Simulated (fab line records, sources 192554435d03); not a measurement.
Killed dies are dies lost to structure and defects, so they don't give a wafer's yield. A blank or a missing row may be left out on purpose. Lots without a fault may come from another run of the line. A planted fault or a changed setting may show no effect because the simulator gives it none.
A struck lot beside a sound one | flow n5_finfet | 38 steps out of a route of 1938
Sound: wafers L754.2, L754.3, L754.6. Struck: wafer L764.1. (L764.4, L764.5 of the same lot were not struck and are left out.) The cause comes at the end.
At each step with rows: each side's tool, then ch and its chambers, then its first start. Under that, the readings that differ: sound wafers | struck wafers | difference of the means | sigmas: that difference in standard deviations of wafers without a fault.
alike: readings whose means differ by less than 2 such deviations, and words and numbers that are the same on both sides. not compared: withheld readings, readings that some wafer has no value for, bounds like >300 that may hide the same value, and numbers for which the record gives no deviation and whose values overlap.
The two part at a step that has a row with sigmas, a row that says differs or no value, or rows on one side only. Numbers that don't overlap but have no deviation are shown without sigmas and don't part them. A reading that every wafer of one side lacks parts them only if that side has two wafers or more.

first, 9 steps without rows for these wafers: N5_MOL_CONTACT_COAG_PRE_CLEAN_142 (time 60 s); N5_MOL_CONTACT_COAG_SPUTTER_130 (material Co, target thk 47.5 nm); N5_MOL_CONTACT_COAG_PRECLEAN_125 (cleans in DIW, time 57.5 s); N5_MOL_CONTACT_COAG_SRD_126 (dry time 32 s); N5_MOL_CONTACT_COAG_CMP_23 (polishes, stops on SiO2, t overpolish 1.5 s, target thk 0 nm); N5_MOL_CONTACT_COAG_WET_ETCH_26 (target Co, target depth 13 nm); N5_MOL_CONTACT_COAG_WET_ETCH_116 (etches the open film in SC1-inhibited, target depth 4.6 nm, rinse time 30 s); N5_MOL_CONTACT_COAG_ALD_27 (deposits SiOC, target thk 17 nm, pulse time 1.5 s, time 2720 s); N5_MOL_CONTACT_COAG_CMP_28 (polishes, stops on SiNx, t overpolish 0.85 s, target thk 14.522 nm).
N5_MOL_CONTACT_COAG_ALD_123: deposits SiNx, target thk 5 nm, pulse time 1 s, purge time 2 s.
  sound on ald_sin-01 ch 0,1,2, day 5 10:55; struck on ald_sin-01 ch 2, day 7 14:20
  reading                                            | sound       | struck | difference | sigmas
  ald_cycles                                         | 100 100 100 | 78     | -22        |
  model.SiNx_of_MOL_CONTACT_COAG_ALD_123.thk_nm (nm) | 5 5 5       | 4      | -1         |
  alike: heater_power_w, precursor_pulse_height_rel, susceptor_temp_C
then, 26 steps without rows for these wafers: N5_MOL_CONTACT_COAG_PECVD_31 (deposits SiO2 from TEOS/O2, target thk 46 nm, time 8.9 s); N5_MOL_CONTACT_COAG_COAT_75 (time 60 s, resist thk 60 nm); N5_MOL_CONTACT_COAG_COAT_76 (time 60 s, resist thk 10 nm); N5_MOL_CONTACT_COAG_COAT_77 (time 60 s, resist thk 10 nm); N5_MOL_CONTACT_COAG_COAT_78 (resist thk 40 nm); N5_MOL_CONTACT_COAG_EBR_80; N5_MOL_CONTACT_COAG_SOFTBAKE_79 (time 60 s); N5_MOL_CONTACT_COAG_EXPOSE_81 (exposes mask VG, defocus 0 nm); N5_MOL_CONTACT_COAG_PEB_82 (peb time 60 s); N5_MOL_CONTACT_COAG_DEVELOP_83 (develop time 30 s); N5_MOL_CONTACT_COAG_DESCUM_88 (chemistry O2, time 7 s); N5_MOL_CONTACT_COAG_ETCH_89 (etches underlayer in N2/H2, target depth 13 nm, time 10.4 s); N5_MOL_CONTACT_COAG_ETCH_90 (etches SiARC in CF4, target depth 13 nm, time 21.7 s); N5_MOL_CONTACT_COAG_ALD_131 (deposits SiO2, target thk 5 nm, pulse time 1 s, co reactant pulse time 1 s); N5_MOL_CONTACT_COAG_ETCHBACK_132 (etches SiO2 in CHF3, target depth 10 nm, time 6.7 s); N5_MOL_CONTACT_COAG_ETCH_91 (etches SOC in N2/H2, target depth 60 nm, overetch 21 nm, time 101.2 s); N5_MOL_CONTACT_COAG_STRIP_92 (strips in N2/H2); N5_MOL_CONTACT_COAG_STRIP_93 (strips in N2/H2); N5_MOL_CONTACT_COAG_ETCHBACK_135 (etches SiO2 in CHF3, target depth 25 nm, time 16.7 s); N5_MOL_CONTACT_COAG_STRIP_118 (strips in CHF3); N5_MOL_CONTACT_COAG_VIA_ETCH_46 (etches SiO2 in C4F6/O2, target depth 46 nm, overetch 9.2 nm, time 40 s); N5_MOL_CONTACT_COAG_STRIP_96 (strips in N2/H2); N5_MOL_CONTACT_COAG_ETCH_47 (etches SiNx in CH3F/O2, stops on W, target depth 27 nm); N5_MOL_CONTACT_COAG_STRIP_119 (strips in N2/H2, time 30 s); N5_MOL_CONTACT_COAG_PRECLEAN_144 (cleans in alkaline clean, time 60 s); N5_MOL_CONTACT_COAG_SRD_145 (time 30 s).
N5_MOL_CONTACT_COAG_ETCH_124: etches SiNx in CH3F/O2, stops on SiOC, target depth 6.5 nm.
  sound on rie_diel-06 ch 0,1, day 5 14:09; struck on rie_diel-02 ch 1, day 7 17:34
  reading                  | sound             | struck | difference | sigmas
  oes_ar_750_au (a.u.)     | 0.70 0.74 0.70    | 0.89   | +0.18      | +2
  throttle_valve_pct (%)   | 16.33 16.70 16.33 | 15.79  | -0.66      | -2
  model.etch.depth_nm (nm) | 4.996 5.026 4.993 | 3.966  | -1.039     |
  alike: chamber_pressure_mTorr, drypump_motor_current_A, oes_product_au, rf_vpp_V, showerhead_plenum_p_Torr
  not compared: rf_hours_counter_h
then, 1 step without rows for these wafers: N5_PASSIVATION_PROBE_49.

WHERE THEY PART
Only at N5_MOL_CONTACT_COAG_ETCH_124, within this record.

WHY: what the simulator had put in
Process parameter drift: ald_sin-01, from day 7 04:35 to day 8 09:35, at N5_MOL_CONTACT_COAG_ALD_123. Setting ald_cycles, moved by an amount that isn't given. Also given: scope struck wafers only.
